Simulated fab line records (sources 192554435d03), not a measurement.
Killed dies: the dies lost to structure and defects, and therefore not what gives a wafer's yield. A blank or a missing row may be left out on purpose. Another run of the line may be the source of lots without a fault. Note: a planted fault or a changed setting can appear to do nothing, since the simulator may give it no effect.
fab line records | flow n5Finfet
record: lots: 11 | wafers: 33 | lastDay: 17
route steps=1938 shown FIN_SAQP@132 FIN_CUT@164 BEOL_M4@1111
lots untouched by any fault: they come from a run of this same line in which no faults occurred
startH: hours from the record's opening day to when the first of the lot's shown wafers began | waitH: how many hours have passed since the lot's step before this one | " unchanged from the row above | L1.1+2: a single row standing in for several wafers | - value missing, or start not given | * or withheld: withheld | < > ~ a bound
route shown NAME@n: names a module that has steps shown in the file, with the first one's number in the route | usual: mean/standard deviation of fault-free wafers | same: alike in all rows | chamber/n: place in a boat | sites: the reading at each site | _std_site: the values' standard deviation | _edge_site: mean of outer sites minus mean of inner sites | radiusMm: how far each site lies from the wafer's centre | mask NAME#n: copy n | behind: the most recent tool/chamber to have shaped the wafer | hold: the reason the lot was held/the length of the hold in hours/how it ended | device: the transistor (n, p or np) that didn't switch | end of line: tests of these same wafers at the route's end | step lacking rows: just its recipe | killed: not the wafer's yield, but the dies lost to structure and defects at the first sort | map: dies across one wafer; x = killed, . = not, _ = none there
set.NAME: setting as actually run; set.NAME@STEP: the setting as run at that earlier step | model.NAME: the simulator's own value behind a step, which no gauge read
route steps across a sampled set of lots; one table per step, one row per wafer
services: the hour from which a tool's chamber was out of use, counted from the record's first day as startH (under 0 if before that day), plus the number of hours and why
== steps ==
step: N5_FIN_SAQP_RECESS_63
recipe: chemistry: HF/NH3 | target: SiO2 | targetDepthA: 180 | afsCycles: 3 | tempC: 30 | sublimationTempC: 180 | sublimationTimeS: 60
usual: drypumpMotorCurrentA: 5.68/0.14
lot.wafer | tool         | chamber | startH | waitH | drypumpMotorCurrentA
L727.1    | vaporEtch-01 | 1       | 23.67  | 0.1   | 5.85
L727.3    | "            | 1       | "      | "     | 5.86
L727.5    | "            | 1       | "      | "     | 5.86
L730.1    | vaporEtch-02 | 1       | 42.60  | 0.1   | 5.53
L730.4    | "            | 1       | "      | "     | 5.55
L730.6    | "            | 0       | "      | "     | 5.72
L732.2    | vaporEtch-01 | 0       | 53.68  | 0.1   | 5.61
L732.3    | "            | 1       | "      | "     | 5.87
L732.5    | "            | 0       | "      | "     | 5.55
L733.1    | vaporEtch-02 | 0       | 62.20  | 0.1   | 5.76
L733.2    | "            | 1       | "      | "     | 5.53
L733.6    | "            | 1       | "      | "     | 5.53
L736.1    | vaporEtch-02 | 0       | 81.15  | 0.1   | 5.73
L736.3    | "            | 0       | "      | "     | 5.77
L736.5    | "            | 0       | "      | "     | 5.76
L738.2    | vaporEtch-01 | 1       | 93.28  | 0.1   | 5.90
L738.4    | "            | 1       | "      | "     | 5.87
L738.5    | "            | 0       | "      | "     | 5.60
L743.1    | vaporEtch-02 | 1       | 128.29 | 0.1   | 5.53
L743.2    | "            | 0       | "      | "     | 5.76
L743.3    | "            | 0       | "      | "     | 5.75
L744.1    | vaporEtch-02 | 0       | 133.57 | 0.1   | 5.74
L744.2    | "            | 1       | "      | "     | 5.54
L744.5    | "            | 0       | "      | "     | 5.76
L746.1    | vaporEtch-02 | 0       | 142.20 | 0.1   | 5.74
L746.2    | "            | 1       | "      | "     | 5.53
L746.5    | "            | 1       | "      | "     | 5.54
L749.1    | vaporEtch-02 | 1       | 157.46 | 0.1   | 5.55
L749.2    | "            | 1       | "      | "     | 5.54
L749.6    | "            | 1       | "      | "     | 5.55
L750.1    | vaporEtch-01 | 0       | 163.06 | 0.1   | 5.61
L750.2    | "            | 1       | "      | "     | 5.88
L750.4    | "            | 1       | "      | "     | 5.91
step: N5_FIN_SAQP_PRECLEAN_45
recipe: chemistry: dHF | timeS: 10 | dilution: 500:1 | tempC: 25
usual: bathHeatDutyPct: 6.2/0.62
lot.wafer | tool        | chamber | startH | waitH | bathHeatDutyPct
L727.1    | wetBench-01 | 5       | 25.47  | 0.0   | 7.7
L727.3    | "           | 6       | "      | "     | 5.9
L727.5    | "           | 3       | "      | "     | 6.9
L730.1    | wetBench-01 | 7       | 44.48  | 0.0   | 6.4
L730.4    | "           | 4       | "      | "     | 6.5
L730.6    | "           | 1       | "      | "     | 6.8
L732.2    | wetBench-04 | 4       | 55.75  | 0.0   | 6.9
L732.3    | "           | 2       | "      | "     | 6.8
L732.5    | "           | 1       | "      | "     | 6.2
L733.1    | wetBench-06 | 0       | 64.25  | 0.0   | 5.6
L733.2    | "           | 1       | "      | "     | 4.6
L733.6    | "           | 6       | "      | "     | 6.0
L736.1    | wetBench-01 | 5       | 83.47  | 0.0   | 6.9
L736.3    | "           | 4       | "      | "     | 6.9
L736.5    | "           | 6       | "      | "     | 6.0
L738.2    | wetBench-04 | 3       | 95.31  | 0.0   | 5.8
L738.4    | "           | 4       | "      | "     | 8.0
L738.5    | "           | 1       | "      | "     | 5.0
L743.1    | wetBench-04 | 3       | 130.34 | 0.0   | 5.9
L743.2    | "           | 2       | "      | "     | 6.8
L743.3    | "           | 4       | "      | "     | 6.3
L744.1    | wetBench-04 | 7       | 135.78 | 0.0   | 6.7
L744.2    | "           | 6       | "      | "     | 6.4
L744.5    | "           | 2       | "      | "     | 6.1
L746.1    | wetBench-01 | 4       | 144.04 | 0.0   | 6.5
L746.2    | "           | 1       | "      | "     | 6.0
L746.5    | "           | 2       | "      | "     | 6.0
L749.1    | wetBench-01 | 7       | 159.69 | 0.0   | 6.5
L749.2    | "           | 3       | "      | "     | 6.7
L749.6    | "           | 0       | "      | "     | 5.6
L750.1    | wetBench-06 | 3       | 164.85 | 0.0   | 5.8
L750.2    | "           | 5       | "      | "     | 7.0
L750.4    | "           | 4       | "      | "     | 5.6
step: N5_FIN_SAQP_OCD_MEAS_76
usual: trenchDepthNm: 120.3/1.2
lot.wafer | tool   | chamber | startH | waitH | trenchDepthNm
L727.1    | ocd-01 | -       | 25.52  | 0.0   | 121.7
L727.3    | "      | -       | "      | "     | 120.8
L727.5    | "      | -       | "      | "     | 121.9
L730.1    | ocd-01 | -       | 44.53  | 0.0   | 121.7
L730.4    | "      | -       | "      | "     | 121.4
L730.6    | "      | -       | "      | "     | 121.5
L732.2    | ocd-01 | -       | 55.80  | 0.0   | 118.9
L732.3    | "      | -       | "      | "     | 120.6
L732.5    | "      | -       | "      | "     | 118.6
L733.1    | ocd-01 | -       | 64.29  | 0.0   | 121.2
L733.2    | "      | -       | "      | "     | 119.6
L733.6    | "      | -       | "      | "     | 120.0
L736.1    | ocd-02 | -       | 83.51  | 0.0   | 120.4
L736.3    | "      | -       | "      | "     | 119.2
L736.5    | "      | -       | "      | "     | 120.4
L738.2    | ocd-02 | -       | 95.36  | 0.0   | 118.1
L738.4    | "      | -       | "      | "     | 119.3
L738.5    | "      | -       | "      | "     | 120.7
L743.1    | ocd-01 | -       | 130.38 | 0.0   | 121.0
L743.2    | "      | -       | "      | "     | 122.2
L743.3    | "      | -       | "      | "     | 120.6
L744.1    | ocd-02 | -       | 135.83 | 0.0   | 119.2
L744.2    | "      | -       | "      | "     | 120.6
L744.5    | "      | -       | "      | "     | 120.3
L746.1    | ocd-01 | -       | 144.09 | 0.0   | 118.6
L746.2    | "      | -       | "      | "     | 119.7
L746.5    | "      | -       | "      | "     | 120.1
L749.1    | ocd-01 | -       | 159.73 | 0.0   | 119.6
L749.2    | "      | -       | "      | "     | 119.6
L749.6    | "      | -       | "      | "     | 120.5
L750.1    | ocd-01 | -       | 164.89 | 0.0   | 118.7
L750.2    | "      | -       | "      | "     | 121.2
L750.4    | "      | -       | "      | "     | 119.1
step: N5_FIN_SAQP_INSPECT_40
recipe: inspectInstrument: brightfield | mode: aei
usual: rawDefectCount: 227/70
lot.wafer | tool             | chamber | startH | waitH | rawDefectCount
L727.1    | defectInspect-02 | -       | 25.55  | 0.0   | 135
L727.3    | "                | -       | "      | "     | 154
L727.5    | "                | -       | "      | "     | 149
L730.1    | defectInspect-02 | -       | 44.56  | 0.0   | 168
L730.4    | "                | -       | "      | "     | 98
L730.6    | "                | -       | "      | "     | 101
L732.2    | defectInspect-02 | -       | 55.82  | 0.0   | 214
L732.3    | "                | -       | "      | "     | 139
L732.5    | "                | -       | "      | "     | 152
L733.1    | defectInspect-01 | -       | 64.32  | 0.0   | 177
L733.2    | "                | -       | "      | "     | 153
L733.6    | "                | -       | "      | "     | 157
L736.1    | defectInspect-01 | -       | 83.54  | 0.0   | 448
L736.3    | "                | -       | "      | "     | 303
L736.5    | "                | -       | "      | "     | 429
L738.2    | defectInspect-02 | -       | 95.39  | 0.0   | 210
L738.4    | "                | -       | "      | "     | 182
L738.5    | "                | -       | "      | "     | 201
L743.1    | defectInspect-01 | -       | 130.41 | 0.0   | 789
L743.2    | "                | -       | "      | "     | 762
L743.3    | "                | -       | "      | "     | 788
L744.1    | defectInspect-02 | -       | 135.86 | 0.0   | 836
L744.2    | "                | -       | "      | "     | 793
L744.5    | "                | -       | "      | "     | 756
L746.1    | defectInspect-02 | -       | 144.12 | 0.0   | 372
L746.2    | "                | -       | "      | "     | 423
L746.5    | "                | -       | "      | "     | 173
L749.1    | defectInspect-01 | -       | 159.76 | 0.0   | 270
L749.2    | "                | -       | "      | "     | 317
L749.6    | "                | -       | "      | "     | 282
L750.1    | defectInspect-01 | -       | 164.92 | 0.0   | 181
L750.2    | "                | -       | "      | "     | 241
L750.4    | "                | -       | "      | "     | 197
step: N5_FIN_CUT_OVL_MEAS_09
recipe: pointsPerWafer: 522
usual: FIN_CUT_OVL: 0.2/0.73
lot.wafer | tool       | chamber | startH | waitH | FIN_CUT_OVL[nm]
L727.1    | overlay-02 | 0       | 26.00  | 0.0   | -0.1
L727.3    | "          | 0       | "      | "     | 1.5
L727.5    | "          | 0       | "      | "     | 0.4
L730.1    | overlay-02 | 0       | 45.01  | 0.0   | 0.2
L730.4    | "          | 0       | "      | "     | -1.0
L730.6    | "          | 0       | "      | "     | -0.2
L732.2    | overlay-02 | 0       | 56.29  | 0.0   | 0.1
L732.3    | "          | 0       | "      | "     | 0.5
L732.5    | "          | 0       | "      | "     | -0.2
L733.1    | overlay-01 | 0       | 64.66  | 0.0   | 0.0
L733.2    | "          | 0       | "      | "     | -0.1
L733.6    | "          | 0       | "      | "     | -0.8
L736.1    | overlay-02 | 0       | 83.87  | 0.0   | 0.2
L736.3    | "          | 0       | "      | "     | 0.4
L736.5    | "          | 0       | "      | "     | 0.3
L738.2    | overlay-01 | 0       | 95.73  | 0.0   | -0.7
L738.4    | "          | 0       | "      | "     | -0.6
L738.5    | "          | 0       | "      | "     | 0.7
L743.1    | overlay-01 | 0       | 130.87 | 0.0   | 0.6
L743.2    | "          | 0       | "      | "     | -0.4
L743.3    | "          | 0       | "      | "     | 0.8
L744.1    | overlay-01 | 0       | 136.19 | 0.0   | 0.5
L744.2    | "          | 0       | "      | "     | 0.3
L744.5    | "          | 0       | "      | "     | 0.4
L746.1    | overlay-02 | 0       | 144.45 | 0.0   | -1.2
L746.2    | "          | 0       | "      | "     | 0.6
L746.5    | "          | 0       | "      | "     | 0.4
L749.1    | overlay-02 | 0       | 160.22 | 0.0   | 0.8
L749.2    | "          | 0       | "      | "     | -0.8
L749.6    | "          | 0       | "      | "     | -0.3
L750.1    | overlay-01 | 0       | 165.38 | 0.0   | -0.7
L750.2    | "          | 0       | "      | "     | 0.2
L750.4    | "          | 0       | "      | "     | 0.4
step: N5_FIN_CUT_INSPECT_10
recipe: mode: adi | inspectInstrument: brightfield
usual: rawDefectCount: 42/11
lot.wafer | tool             | chamber | startH | waitH | rawDefectCount
L727.1    | defectInspect-01 | -       | 26.06  | 0.1   | 32
L727.3    | "                | -       | "      | "     | 34
L727.5    | "                | -       | "      | "     | 31
L730.1    | defectInspect-02 | -       | 45.07  | 0.1   | 32
L730.4    | "                | -       | "      | "     | 24
L730.6    | "                | -       | "      | "     | 27
L732.2    | defectInspect-02 | -       | 56.34  | 0.0   | 38
L732.3    | "                | -       | "      | "     | 33
L732.5    | "                | -       | "      | "     | 31
L733.1    | defectInspect-02 | -       | 64.72  | 0.1   | 40
L733.2    | "                | -       | "      | "     | 34
L733.6    | "                | -       | "      | "     | 35
L736.1    | defectInspect-01 | -       | 83.93  | 0.1   | 60
L736.3    | "                | -       | "      | "     | 53
L736.5    | "                | -       | "      | "     | 73
L738.2    | defectInspect-01 | -       | 95.78  | 0.0   | 48
L738.4    | "                | -       | "      | "     | 45
L738.5    | "                | -       | "      | "     | 58
L743.1    | defectInspect-01 | -       | 130.93 | 0.1   | 649
L743.2    | "                | -       | "      | "     | 647
L743.3    | "                | -       | "      | "     | 647
L744.1    | defectInspect-02 | -       | 136.25 | 0.1   | 653
L744.2    | "                | -       | "      | "     | 621
L744.5    | "                | -       | "      | "     | 633
L746.1    | defectInspect-01 | -       | 144.51 | 0.1   | 60
L746.2    | "                | -       | "      | "     | 82
L746.5    | "                | -       | "      | "     | 40
L749.1    | defectInspect-01 | -       | 160.28 | 0.1   | 53
L749.2    | "                | -       | "      | "     | 46
L749.6    | "                | -       | "      | "     | 56
L750.1    | defectInspect-01 | -       | 165.44 | 0.1   | 29
L750.2    | "                | -       | "      | "     | 40
L750.4    | "                | -       | "      | "     | 36
step: N5_BEOL_M4_RC_MEAS_101
usual: DIBL_N: 36.3/1.2 | DIBL_P: 36.7/1.5 | IOFF_N: 0.164/0.02 | IOFF_P: 0.214/0.024 | ION_N: 673/8.5 | ION_P: 461/5.9 | SS_N: 71.6/0.44 | SS_P: 73.3/0.55 | VT_N: 249.4/2.4 | VT_P: -250.0/2.3
lot.wafer | tool      | chamber | startH | waitH | DIBL_N[mV/V] | DIBL_P[mV/V] | IOFF_N[nA/um] | IOFF_P[nA/um] | ION_N[uA/um] | ION_P[uA/um] | SS_N[mV/dec] | SS_P[mV/dec] | VT_N[mV] | VT_P[mV]
L727.1    | prober-01 | 0       | 158.09 | 0.0   | 36.3         | 35.8         | 0.162         | 0.194         | 674          | 458          | 71.9         | 73.4         | 249.4    | -251.8
L727.3    | "         | 0       | "      | "     | 35.6         | 34.9         | 0.149         | 0.182         | 654          | 449          | 71.7         | 73.3         | 250.6    | -255.3
L727.5    | "         | 0       | "      | "     | 36.4         | 35.2         | 0.160         | 0.188         | 655          | 453          | 71.4         | 74.0         | 249.2    | -251.0
L730.1    | prober-02 | 0       | 174.60 | 0.0   | 37.0         | 37.7         | 0.187         | 0.214         | 688          | 461          | 72.5         | 73.3         | 246.9    | -248.0
L730.4    | "         | 0       | "      | "     | 35.4         | 36.0         | 0.150         | 0.183         | 673          | 456          | 71.9         | 73.1         | 251.1    | -253.8
L730.6    | "         | 0       | "      | "     | 34.7         | 35.2         | 0.138         | 0.173         | 665          | 456          | 71.7         | 72.8         | 250.6    | -253.1
L733.1    | prober-01 | 0       | 203.66 | 0.0   | 36.4         | 36.7         | 0.144         | 0.225         | 652          | 459          | 70.8         | 73.0         | 252.7    | -248.0
L733.2    | "         | 0       | "      | "     | 33.3         | 33.2         | 0.112         | 0.173         | 676          | 465          | 70.8         | 71.9         | 254.2    | -249.8
L733.6    | "         | 0       | "      | "     | 35.5         | 35.5         | 0.134         | 0.205         | 669          | 464          | 71.2         | 72.8         | 252.9    | -250.0
L732.2    | prober-01 | 0       | 205.67 | 0.2   | 37.4         | 37.3         | 0.179         | 0.263         | 691          | 480          | 71.8         | 73.7         | 247.9    | -244.0
L732.3    | "         | 0       | "      | "     | 37.9         | 38.3         | 0.193         | 0.274         | 672          | 466          | 72.1         | 74.0         | 243.3    | -242.7
L732.5    | "         | 0       | "      | "     | 36.1         | 36.5         | 0.152         | 0.238         | 689          | 474          | 71.8         | 73.6         | 246.9    | -246.4
L736.1    | prober-01 | 0       | 232.24 | 0.0   | 36.3         | 37.8         | 0.171         | 0.235         | 689          | 472          | 71.7         | 73.8         | 245.1    | -249.2
L736.3    | "         | 0       | "      | "     | 36.8         | 38.2         | 0.169         | 0.243         | 678          | 466          | 71.7         | 72.6         | 248.6    | -249.1
L736.5    | "         | 0       | "      | "     | 36.5         | 37.6         | 0.159         | 0.227         | 676          | 464          | 71.7         | 73.7         | 250.6    | -249.4
L738.2    | prober-02 | 0       | 233.36 | 0.2   | 38.5         | 39.1         | 0.217         | 0.266         | 692          | 470          | 72.3         | 74.8         | 247.0    | -248.6
L738.4    | "         | 0       | "      | "     | 36.8         | 37.5         | 0.172         | 0.242         | 673          | 459          | 72.2         | 74.5         | 250.8    | -247.8
L738.5    | "         | 0       | "      | "     | 35.9         | 35.4         | 0.151         | 0.201         | 667          | 456          | 71.6         | 73.4         | 251.7    | -251.3
L743.1    | prober-02 | 0       | 269.18 | 0.0   | 36.0         | 36.7         | 0.159         | 0.232         | 679          | 466          | 72.1         | 73.3         | 249.3    | -248.2
L743.2    | "         | 0       | "      | "     | 34.2         | 33.7         | 0.129         | 0.190         | 669          | 463          | 71.5         | 72.7         | 251.4    | -248.6
L743.3    | "         | 0       | "      | "     | 35.2         | 34.7         | 0.141         | 0.192         | 663          | 457          | 71.1         | 72.7         | 250.4    | -251.4
L744.1    | prober-02 | 0       | 282.84 | 0.0   | 35.7         | 36.6         | 0.176         | 0.214         | 678          | 460          | 71.9         | 73.4         | 248.0    | -253.1
L744.2    | "         | 0       | "      | "     | 35.6         | 36.9         | 0.173         | 0.209         | 675          | 461          | 72.3         | 73.1         | 249.2    | -250.9
L744.5    | "         | 0       | "      | "     | 35.6         | 36.2         | 0.174         | 0.202         | 682          | 459          | 72.5         | 73.6         | 247.9    | -251.1
L746.1    | prober-01 | 0       | 286.48 | 0.0   | 36.5         | 36.7         | 0.186         | 0.219         | 677          | 459          | 71.7         | 73.8         | 248.8    | -249.0
L746.2    | "         | 0       | "      | "     | 35.7         | 35.6         | 0.168         | 0.209         | 691          | 464          | 71.4         | 73.6         | 247.4    | -251.4
L746.5    | "         | 0       | "      | "     | 34.4         | 34.3         | 0.150         | 0.187         | 681          | 463          | 71.3         | 73.1         | 251.1    | -252.3
L749.1    | prober-02 | 0       | 302.79 | 0.0   | 38.4         | 38.8         | 0.186         | 0.236         | 677          | 466          | 71.4         | 73.5         | 249.3    | -249.4
L749.2    | "         | 0       | "      | "     | 39.1         | 39.1         | 0.205         | 0.240         | 685          | 467          | 72.2         | 73.5         | 246.7    | -248.1
L749.6    | "         | 0       | "      | "     | 37.7         | 37.5         | 0.175         | 0.207         | 684          | 463          | 71.6         | 72.5         | 248.6    | -252.9
L750.1    | prober-02 | 0       | 307.18 | 0.0   | 36.3         | 38.1         | 0.159         | 0.214         | 680          | 465          | 71.2         | 73.8         | 251.0    | -251.5
L750.2    | "         | 0       | "      | "     | 36.1         | 38.3         | 0.160         | 0.214         | 672          | 465          | 71.2         | 73.3         | 251.5    | -250.7
L750.4    | "         | 0       | "      | "     | 38.6         | 40.1         | 0.200         | 0.258         | 682          | 469          | 72.3         | 74.7         | 247.2    | -249.7
== services ==
tool         | chamber | startH | hours | kind
wetBench-01  | -       | 3.97   | 4.4   | pm
wetBench-06  | -       | 36.88  | 2.3   | repair
wetBench-01  | -       | 86.46  | 1.7   | repair
vaporEtch-02 | 0       | 153.46 | 4.1   | repair
== key ==
firstSign: step: N5_FIN_SAQP_INSPECT_40 | reading: rawDefectCount | direction: up | sigmas: 8 | usual: 227 | struck: 787
effect: step: N5_FIN_CUT_INSPECT_10 | reading: rawDefectCount | direction: up | sigmas: 53 | usual: 42 | struck: 642
metAt N5_FIN_SAQP_PRECLEAN_45
struckLots L743,L744
rowsEnd L743.1,L743.2,L743.3,L744.1,L744.2,L744.5
notActingAt N5_FIN_SAQP_RECESS_63,N5_FIN_SAQP_OCD_MEAS_76,N5_FIN_CUT_OVL_MEAS_09
onsetBetween 95.31 130.34
fault: kind: chamberParticleSource | tool: wetBench-04 | chamber: - | onsetH: 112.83 | steps: N5_FIN_SAQP_PRECLEAN_45 | ratePerVisitCm2: 0.92919
rowsEnd: these wafers met a further fault down the route, and their rows from its step on are left out
